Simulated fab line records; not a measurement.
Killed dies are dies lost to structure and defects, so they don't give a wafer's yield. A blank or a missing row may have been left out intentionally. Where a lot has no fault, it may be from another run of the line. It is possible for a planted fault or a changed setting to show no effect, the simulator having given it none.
A struck lot beside a sound one | flow nandHarc | 14 steps out of a route of 1302
Sound: these wafers, L423.2, L423.5, L423.6. The struck wafers were L420.1, L420.4, L420.5. The cause is given at the end.
Per side, at each step with rows, come the tool, then ch with its chambers, and then its first start. Under that, the readings that differ: sound wafers | struck wafers | difference of the means | sigmas: that difference in standard deviations of wafers without a fault.
alike: a reading whose means differ by less than 2 such deviations, as well as words and numbers matching on both sides. not compared: withheld readings; readings where some wafer has no value; bounds like >300 that might hide an equal value; numbers whose values overlap and for which the record gives no deviation.
A row with sigmas, a row that says differs or no value, or rows on one side alone: a step with any of these is where the two part. Numbers that don't overlap but have no deviation are shown without sigmas and don't part them. A reading missing from all wafers of one side parts the sides only when that side holds two or more wafers.

NHARC_A_M1_PVD_20: deposits TaN, target thk 5 nm, time 8.06 s.
  sound on pvdSputter-02; struck on pvdSputter-03
  alike: throttleValvePct
NHARC_A_M1_PVD_21: deposits Cu, target thk 30 nm, time 20.49 s.
  sound on pvdSputter-02; struck on pvdSputter-03
  alike: throttleValvePct
then, 3 steps without rows for these wafers: NHARC_A_M1_ECD_22 (material Cu, target thk 400 nm); NHARC_A_M1_ANNEAL_31 (time 90 s); NHARC_A_M1_CMP_23 (polishes, t overpolish 20 s, target thk 154.34 nm).
NHARC_A_M1_THK_MEAS_24: measures by xrf.
  sound: filmMetro-01 at day 30 11:23; struck: filmMetro-02 at day 29 00:55
  alike: thkNm
then, 1 step without rows for these wafers: NHARC_A_M1_SRD_25.
NHARC_A_M1_INSPECT_27:
  sound: defectInspect-02 at day 30 11:32; struck: defectInspect-01 at day 29 01:04
  alike: rawDefectCount
NHARC_A_M1_PRE_CLEAN_32: time 12 s.
  sound on pecvd-04 ch 0,2, day 30 11:37; struck on pecvd-04 ch 0,2, day 29 01:14
  alike: heaterPowerW
NHARC_A_M1_DEP_33: deposits SiCN, target thk 30 nm.
  sound on pecvd-04 ch 0,2, day 30 11:43; struck on pecvd-04 ch 0,2, day 29 01:21
  alike: chamberPressureTorr, heaterPowerW
NHARC_A_BONDPAD_DEP_00: deposits SiCN, target thk 250 nm.
  sound on pecvd-03 ch 1,2, day 30 12:17; struck on pecvd-02 ch 0,1,2, day 29 01:52
  alike: chamberPressureTorr, heaterPowerW
NHARC_A_BONDPAD_CMP_29: polishes SiCN, target thk 200 nm.
  sound on cmp-02 ch 0,1,2, day 30 12:43; struck on cmp-04 ch 0,2, day 29 02:16
  no value came back on the struck wafers for edgeZonePressureFrac, motorCurrentA (A); on the sound wafers edgeZonePressureFrac reads 1.011 0.996 0.997
  not compared: padLifeWafers
NHARC_A_BONDPAD_THK_MEAS_30: measures by ellipsometry.
  sound: filmMetro-01 at day 30 12:53; struck: filmMetro-02 at day 29 02:31
reading    | sound             | struck            | difference | sigmas
thkNm (nm) | 199.7 200.8 198.1 | 250.8 250.0 251.7 | +51.3      | +34
then, 1 step without rows for these wafers: NHARC_A_BONDPAD_SRD_31.

WHERE THEY PART
First at NHARC_A_BONDPAD_CMP_29; last, within this record, at NHARC_A_BONDPAD_THK_MEAS_30.

WHY: whatever the simulator had introduced
Skipped step whole: cmp-04, from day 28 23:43 on, at NHARC_A_BONDPAD_CMP_29. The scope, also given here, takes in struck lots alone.
